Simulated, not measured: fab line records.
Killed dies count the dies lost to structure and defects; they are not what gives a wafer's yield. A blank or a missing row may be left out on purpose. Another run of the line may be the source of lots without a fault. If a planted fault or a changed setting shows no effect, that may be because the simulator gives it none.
Chamber matching    flow n5_finfet    rie_diel-04 running N5_FIN_SAQP_STRIP_70: 4 sister chambers
The step strips in N2/H2. 8 wafers are shown with their chamber, then 11 later ones without.

## EACH WAFER AND ITS CHAMBER
wafer   chamber  throttle_valve_pct (%)  showerhead_plenum_p_Torr (Torr)
L086.6  0        18.62                   3.33
L089.3  3        18.76                   3.42
L089.4  0        18.64                   3.32
L089.5  1        19.05                   3.30
L090.2  1        19.07                   3.30
L090.3  2        18.99                   3.42
L090.4  3        18.77                   3.41
L091.1  2        18.98                   3.42

## WAFERS WITH NO CHAMBER GIVEN
wafer   throttle_valve_pct (%)  showerhead_plenum_p_Torr (Torr)
L091.3  18.77                   3.41
L091.6  18.64                   3.32
L094.1  19.08                   3.30
L094.2  19.00                   3.42
L094.3  18.65                   3.32
L095.2  18.99                   3.41
L095.3  19.07                   3.30
L095.6  19.07                   3.30
L097.1  19.10                   3.29
L097.3  18.67                   3.31
L097.6  19.08                   3.29

## WHICH CHAMBER EACH ONE RAN IN
wafer   from the rows above  in truth
L091.3  3                    3
L091.6  0                    0
L094.1  1                    1
L094.2  2                    2
L094.3  0                    0
L095.2  2                    2
L095.3  1                    1
L095.6  1                    1
L097.1  1                    1
L097.3  0                    0
L097.6  1                    1
Correctly placed: 11 of 11. From these rows, 0 cannot be placed. Placed wrongly: 0.
How it was worked out, from the rows above alone: a wafer's distance from a chamber is the root of the sum, over the readings, of the square of ((its reading less the chamber's mean) divided by the reading's scatter). The wafer belongs to the nearest chamber; if the next one is less than 2 further off, it can't be placed. Each chamber's mean is taken over the wafers shown for it. How the scatter is found: for the shown wafers, subtract from each reading the mean of its chamber, square and add these, divide the total by (wafers less chambers), then take the root.
